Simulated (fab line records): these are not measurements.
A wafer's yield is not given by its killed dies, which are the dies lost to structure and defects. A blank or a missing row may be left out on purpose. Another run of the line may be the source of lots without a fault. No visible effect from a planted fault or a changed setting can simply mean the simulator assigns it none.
Which of the tools did it? | flow n5 finfet | 9 lots with 27 wafers sampled at 4 steps, on a route of 1938 steps

== WHAT EACH GAUGE READ, for each wafer ==
N5_BEOL_M0_CUTY_INSPECT_59: inspects for defects (macro).
lot  | measured     | on                | raw defect count
L787 | day 7 00:11  | defect inspect-01 | 1 0 3
L790 | day 7 02:56  | defect inspect-02 | 6 2 2
L792 | day 7 04:44  | defect inspect-02 | 3 0 2
L794 | day 7 14:16  | defect inspect-01 | 3 5 3
L795 | day 7 23:21  | defect inspect-02 | >300 >300 >300
L798 | day 8 23:02  | defect inspect-01 | >300 >300 >300
L806 | day 10 16:00 | defect inspect-01 | 1 4 4
L807 | day 10 22:41 | defect inspect-02 | 4 2 5
L808 | day 11 04:13 | defect inspect-02 | 1 2 2

== WHAT TOOL EACH LOT RAN ON (gives the tool, then ch and the chambers of the sampled wafers, and finally the start) ==
lot  | N5_BEOL_M0_SAQP_ETCH_83            | N5_BEOL_M0_SAQP_ETCH_102         | N5_BEOL_M0_SAQP_MANDREL_ETCH_103
L787 | rie diel-05 ch 0,1,3, day 6 17:14  | rie si-06 ch 1,3, day 6 19:10    | rie si-06 ch 1,3, day 6 19:11
L790 | rie diel-04 ch 1,3, day 6 18:20    | rie si-03 ch 0,2,3, day 6 20:52  | rie si-03 ch 0,2,3, day 6 20:54
L792 | rie diel-05 ch 1,2,3, day 6 20:00  | rie si-03 ch 2,3, day 7 00:01    | rie si-03 ch 2,3, day 7 00:02
L794 | rie diel-05 ch 1,2, day 7 08:26    | rie si-02 ch 0,2,3, day 7 10:41  | rie si-02 ch 0,2,3, day 7 10:43
L795 | rie diel-05 ch 0,3, day 7 16:54    | rie si-06 ch 1,2, day 7 19:30    | rie si-06 ch 1,2, day 7 19:32
L798 | rie diel-05 ch 0,3, day 8 16:59    | rie si-03 ch 0,1,3, day 8 18:40  | rie si-03 ch 0,1,3, day 8 18:41
L806 | rie diel-04 ch 0,1,3, day 10 10:55 | rie si-03 ch 0,1, day 10 12:36   | rie si-03 ch 0,1, day 10 12:38
L807 | rie diel-04 ch 0,1,3, day 10 16:38 | rie si-06 ch 1,2, day 10 18:44   | rie si-06 ch 1,2, day 10 18:46
L808 | rie diel-02 ch 0,1,3, day 10 19:27 | rie si-03 ch 1,2,3, day 10 23:43 | rie si-03 ch 1,2,3, day 10 23:45
- N5_BEOL_M0_SAQP_ETCH_83: etches SiARC in CF4, target depth 39 nm, time 65 s.
- N5_BEOL_M0_SAQP_ETCH_102: etches SiO2 in CF4, target depth 4 nm, time 4.4 s.
- N5_BEOL_M0_SAQP_MANDREL_ETCH_103: etches a-Si in HBr/Cl2, stops on SiCN, target depth 45 nm, bt time 10 s, time 27 s.

== THE ANSWER, worked out from the rows above alone ==
Rule: the usual values come from the lots themselves. The widest of any qualifying gaps counts: lots, ordered by their means at a reading, are off when they make up no more than a third of the lots, leave a main group of 4 or more, and stand apart from it by 3 or more times the standard deviation of that group's means. The tables above print the reading to a certain number of digits; a main group whose means all agree to those digits is not used. A lot without any number at a reading at which 4 lots or more have one is off too. All remaining lots with rows at the step are treated as sound.
Off: L795, L798 (N5_BEOL_M0_CUTY_INSPECT_59, raw defect count). Without a number there: L795, L798. Main group: mean 2.6, sd 0.95.
If a tool, at a process step before that reading, ran all the lots that are off and no sound lot after the first of them, it fits. Those tools and the gauges at N5_BEOL_M0_CUTY_INSPECT_59 are tried in the same way. One fits: rie diel-05 at N5_BEOL_M0_SAQP_ETCH_83. Its last sound lot is L794 (day 7 08:26), its first lot that is off L795 (day 7 16:54): a fault that began between those two fits.

== WHAT THE SIMULATOR HAD PUT IN ==
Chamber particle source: rie diel-05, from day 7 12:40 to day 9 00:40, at N5_BEOL_M0_SAQP_ETCH_83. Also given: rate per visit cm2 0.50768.
Lots struck among those shown: L795, L798. The rule given above showed the same thing.
